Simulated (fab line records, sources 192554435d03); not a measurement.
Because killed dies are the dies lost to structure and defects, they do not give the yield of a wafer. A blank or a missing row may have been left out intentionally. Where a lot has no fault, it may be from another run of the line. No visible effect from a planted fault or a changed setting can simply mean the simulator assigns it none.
Chamber matching	flow n5_finfet	N5_BEOL_M0_SAQP_ILD_DEP_01 on pecvd-03 has 3 sister chambers
The step deposits SiOC from DEMS/O2, target thk 45.419 nm, time 8.7 s. 14 wafers are shown with their chamber, then 7 later ones without.

EACH WAFER AND ITS CHAMBER
wafer	chamber	throttle_valve_pct (%)	heater_power_w (W)	showerhead_plenum_p_Torr (Torr)
L077.1	0	11.8	349	5.685
L077.2	1	13.2	590	5.699
L077.6	2	11.2	495	5.686
L084.1	2	11.0	496	5.682
L084.3	0	12.1	390	5.672
L084.6	2	11.2	505	5.692
L086.3	1	13.4	542	5.716
L086.5	0	12.2	341	5.721
L086.6	2	11.4	488	5.692
L087.1	2	11.4	491	5.683
L087.3	1	13.3	481	5.693
L087.5	2	11.3	504	5.673
L092.4	1	13.5	557	5.698
L092.5	2	11.2	417	5.673

SIGNATURES, as means of the wafers listed above
reading	chamber 0	chamber 1	chamber 2	scatter within a chamber
throttle_valve_pct	12.033	13.350	11.243	0.152
heater_power_w	360.00	542.50	485.14	34.7
showerhead_plenum_p_Torr	5.69267	5.70150	5.68300	0.0134
Rule: distance of a wafer from a chamber = root of the sum over the readings of ((wafer's reading minus chamber's mean) / reading's scatter) squared. The wafer belongs to the nearest chamber; if the next one is less than 2 further off, it can't be placed. The scatter is the square root of a quotient: the sum, over the shown wafers, of each reading's squared deviation from its chamber's mean, divided by wafers minus chambers.

WAFERS WITHOUT THEIR CHAMBER
wafer	throttle_valve_pct (%)	heater_power_w (W)	showerhead_plenum_p_Torr (Torr)
L092.6	12.2	415	5.695
L095.2	11.0	434	5.677
L095.3	13.3	508	5.693
L095.6	11.5	426	5.683
L097.2	12.1	346	5.699
L097.3	11.4	451	5.686
L097.5	13.4	589	5.714

EACH ONE'S CHAMBER
wafer	from the rows above	in truth
L092.6	0	0
L095.2	2	2
L095.3	1	1
L095.6	can't be placed: 2 or 0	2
L097.2	0	0
L097.3	2	2
L097.5	1	1
Correctly placed: 6 of 7. Can't be placed from these rows: 1 (the true chamber is among the candidates in 1). Number placed wrongly: 0.
